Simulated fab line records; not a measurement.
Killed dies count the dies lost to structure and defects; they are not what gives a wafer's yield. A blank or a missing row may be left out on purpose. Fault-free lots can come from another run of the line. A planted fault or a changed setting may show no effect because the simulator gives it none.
Which tool is to blame? + flow n5_finfet + 9 lots, 27 wafers sampled, at 2 steps of a route of 1938

## WHAT THE GAUGES READ, wafer by wafer
N5_FIN_CUT_OVL_MEAS_09.
| lot  | measured    | on         | FIN_CUT_OVL (nm) |
|------|-------------|------------|------------------|
| L564 | day 2 05:26 | overlay-01 | -1.4 -1.1 -1.2   |
| L568 | day 3 02:44 | overlay-01 | -0.4 -0.1 -0.1   |
| L569 | day 3 09:01 | overlay-01 | -0.1 -0.8 0.4    |
| L570 | day 3 16:16 | overlay-01 | -0.3 -1.4 -0.4   |
| L571 | day 3 22:10 | overlay-01 | 0.4 0.1 0.3      |
| L580 | day 6 04:16 | overlay-01 | -0.1 -0.4 0.2    |
| L581 | day 6 08:35 | overlay-01 | 0.0 0.6 1.6      |
| L582 | day 6 15:57 | overlay-02 | 0.5 0.4 0.0      |
| L584 | day 7 04:11 | overlay-02 | -0.1 0.1 -0.5    |

## TOOL THAT RAN EACH LOT (tool first, then ch and the chambers of the sampled wafers, then the start)
| lot  | N5_FIN_SAQP_FIN_ETCH_36         |
|------|---------------------------------|
| L564 | rie_si-06 ch 0,1,2, day 2 04:43 |
| L568 | rie_si-03 ch 2,3, day 3 01:59   |
| L569 | rie_si-03 ch 0,1,2, day 3 08:23 |
| L570 | rie_si-05 ch 0,1,2, day 3 15:41 |
| L571 | rie_si-05 ch 1,2, day 3 21:35   |
| L580 | rie_si-03 ch 0,2,3, day 6 03:41 |
| L581 | rie_si-06 ch 0,1,3, day 6 07:59 |
| L582 | rie_si-03 ch 0,2,3, day 6 15:21 |
| L584 | rie_si-06 ch 2,3, day 7 03:34   |
- N5_FIN_SAQP_FIN_ETCH_36: etches the open film in HBr/Cl2/O2, target depth 120 nm, time 50.4 s.

## THE ANSWER, worked out from the rows above alone
Rule: the lots themselves supply what counts as usual. Put in order of their means at a reading, lots are off if they are a third of the lots or fewer, leave a main group of 4 or more, and stand apart from it by a gap of 3 or more times the standard deviation of the main group's means; of several such gaps the widest counts. The tables above print the reading to a certain number of digits; a main group whose means all agree to those digits is not used. Also off: a lot with no number at a reading for which 4 or more lots have one. Any other lot the step has rows for is counted as sound.
Across all readings shown, no lot is off: no conclusion can be drawn from this.

## WHAT THE SIMULATOR PUT IN
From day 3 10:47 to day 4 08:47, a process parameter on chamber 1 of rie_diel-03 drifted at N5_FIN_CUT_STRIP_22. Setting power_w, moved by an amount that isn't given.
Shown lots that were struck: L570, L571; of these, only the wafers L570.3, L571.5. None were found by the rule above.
